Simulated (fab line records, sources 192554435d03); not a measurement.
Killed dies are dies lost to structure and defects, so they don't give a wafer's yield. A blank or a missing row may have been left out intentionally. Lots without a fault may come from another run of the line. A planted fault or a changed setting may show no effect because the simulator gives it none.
Lot-split experiment / flow n5-finfet / route with 1938 steps; 7 lots, 21 wafers read

## ON THE SPLIT
At N5_SDB_COAT_05 (resist thk 90 nm), the setting spin-rpm was moved away from the recipe's 1500 rpm on 9 of the 21 wafers read, by -6.5% to +9.1%. The other wafers ran this setting at the recipe's value.

## FROM THE SPLIT TO THE READING: what the file shows between them, 2 steps
- N5_SDB_EBR_07
- N5_SDB_SOFTBAKE_06: time 60 s

## THE READING
CAR-ArF_of_SDB_COAT_05.thk-nm (the simulator's own value, which no gauge read), in nm, at N5_SDB_DESCUM_16 (chemistry O2, time 7.9 s). The file gives no usual value for it. The 12 wafers here that ran the recipe average 83.5 nm, standard deviation 0.26 nm.

wafer=L074.3; tool, chamber at the split=litho-track-04, 0; spin-rpm as run, rpm=1500; against the recipe=recipe; CAR-ArF_of_SDB_COAT_05.thk-nm, nm=83.4; against lot-mates on the recipe=-
wafer=L074.5; tool, chamber at the split=litho-track-04, 0; spin-rpm as run, rpm=1636; against the recipe=+9.1%; CAR-ArF_of_SDB_COAT_05.thk-nm, nm=79.6; against lot-mates on the recipe=-3.8
wafer=L074.6; tool, chamber at the split=litho-track-04, 0; spin-rpm as run, rpm=1636; against the recipe=+9.1%; CAR-ArF_of_SDB_COAT_05.thk-nm, nm=79.4; against lot-mates on the recipe=-4.0
wafer=L078.1; tool, chamber at the split=litho-track-01, 0; spin-rpm as run, rpm=1500; against the recipe=recipe; CAR-ArF_of_SDB_COAT_05.thk-nm, nm=83.6; against lot-mates on the recipe=-
wafer=L078.2; tool, chamber at the split=litho-track-01, 0; spin-rpm as run, rpm=1500; against the recipe=recipe; CAR-ArF_of_SDB_COAT_05.thk-nm, nm=83.6; against lot-mates on the recipe=-
wafer=L078.4; tool, chamber at the split=litho-track-01, 0; spin-rpm as run, rpm=1402; against the recipe=-6.5%; CAR-ArF_of_SDB_COAT_05.thk-nm, nm=86.6; against lot-mates on the recipe=+3.0
wafer=L082.4; tool, chamber at the split=litho-track-05, 0; spin-rpm as run, rpm=1614; against the recipe=+7.6%; CAR-ArF_of_SDB_COAT_05.thk-nm, nm=80.4; against lot-mates on the recipe=-3.0
wafer=L082.5; tool, chamber at the split=litho-track-05, 0; spin-rpm as run, rpm=1614; against the recipe=+7.6%; CAR-ArF_of_SDB_COAT_05.thk-nm, nm=80.4; against lot-mates on the recipe=-3.0
wafer=L082.6; tool, chamber at the split=litho-track-05, 0; spin-rpm as run, rpm=1500; against the recipe=recipe; CAR-ArF_of_SDB_COAT_05.thk-nm, nm=83.4; against lot-mates on the recipe=-
wafer=L084.1; tool, chamber at the split=litho-track-01, 0; spin-rpm as run, rpm=1632; against the recipe=+8.8%; CAR-ArF_of_SDB_COAT_05.thk-nm, nm=79.6; against lot-mates on the recipe=no lot-mate on the recipe
wafer=L084.6; tool, chamber at the split=litho-track-01, 0; spin-rpm as run, rpm=1632; against the recipe=+8.8%; CAR-ArF_of_SDB_COAT_05.thk-nm, nm=79.6; against lot-mates on the recipe=no lot-mate on the recipe
wafer=L084.4; tool, chamber at the split=litho-track-01, 0; spin-rpm as run, rpm=1632; against the recipe=+8.8%; CAR-ArF_of_SDB_COAT_05.thk-nm, nm=79.2; against lot-mates on the recipe=no lot-mate on the recipe
wafer=L089.1; tool, chamber at the split=litho-track-05, 0; spin-rpm as run, rpm=1500; against the recipe=recipe; CAR-ArF_of_SDB_COAT_05.thk-nm, nm=82.8; against lot-mates on the recipe=-
wafer=L089.4; tool, chamber at the split=litho-track-05, 0; spin-rpm as run, rpm=1500; against the recipe=recipe; CAR-ArF_of_SDB_COAT_05.thk-nm, nm=83.4; against lot-mates on the recipe=-
wafer=L089.5; tool, chamber at the split=litho-track-05, 0; spin-rpm as run, rpm=1500; against the recipe=recipe; CAR-ArF_of_SDB_COAT_05.thk-nm, nm=83.4; against lot-mates on the recipe=-
wafer=L092.2; tool, chamber at the split=litho-track-05, 0; spin-rpm as run, rpm=1500; against the recipe=recipe; CAR-ArF_of_SDB_COAT_05.thk-nm, nm=83.6; against lot-mates on the recipe=-
wafer=L092.6; tool, chamber at the split=litho-track-05, 0; spin-rpm as run, rpm=1500; against the recipe=recipe; CAR-ArF_of_SDB_COAT_05.thk-nm, nm=83.6; against lot-mates on the recipe=-
wafer=L092.3; tool, chamber at the split=litho-track-05, 0; spin-rpm as run, rpm=1500; against the recipe=recipe; CAR-ArF_of_SDB_COAT_05.thk-nm, nm=84; against lot-mates on the recipe=-
wafer=L097.1; tool, chamber at the split=litho-track-05, 0; spin-rpm as run, rpm=1549; against the recipe=+3.3%; CAR-ArF_of_SDB_COAT_05.thk-nm, nm=82; against lot-mates on the recipe=-1.6
wafer=L097.3; tool, chamber at the split=litho-track-05, 0; spin-rpm as run, rpm=1500; against the recipe=recipe; CAR-ArF_of_SDB_COAT_05.thk-nm, nm=83.6; against lot-mates on the recipe=-
wafer=L097.6; tool, chamber at the split=litho-track-05, 0; spin-rpm as run, rpm=1500; against the recipe=recipe; CAR-ArF_of_SDB_COAT_05.thk-nm, nm=83.6; against lot-mates on the recipe=-

FIT RESULTS
A straight line over all 21 wafers: CAR-ArF_of_SDB_COAT_05.thk-nm changes by -0.447 nm for each +1% of spin-rpm; r = -0.99; the points scatter about the line by 0.25 nm.
The same after taking each lot's own level away (the mean of its wafers on the recipe; 18 wafers): -0.425 nm for each +1%; r = -0.99; scatter 0.19 nm.
According to that fit, moving spin-rpm by its largest amount changes the reading by 3.9 nm.
Across the lots, their own levels run from 83.20 to 83.73 nm, a range of 2.0 times the standard deviation given above.
The two slopes agree, so the slope changes little with the lot-to-lot level.
Check: -3.85 nm against its lot-mates is what the line predicts for one of the wafers moved furthest among these (+9.1%) when that wafer is left out of the fit. Against them it came out at -3.8 nm.

## THE WHOLE CHAIN: every reading that the file lists as answering this split, in the file's order
step=N5_SDB_COAT_05; what it does=resist thk 90 nm; reading=CAR-ArF_of_SDB_COAT_05.thk-nm (the simulator's own value, which no gauge read); change (the file's fit)=-0.422 nm for each +1% of the setting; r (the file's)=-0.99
step=N5_SDB_DESCUM_16; what it does=chemistry O2, time 7.9 s; reading=CAR-ArF_of_SDB_COAT_05.thk-nm (the simulator's own value, which no gauge read); change (the file's fit)=-0.429 nm for each +1% of the setting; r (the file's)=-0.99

## FILE'S OWN FIT
CAR-ArF_of_SDB_COAT_05.thk-nm changes by -0.429 nm for each +1% of spin-rpm, r = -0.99.
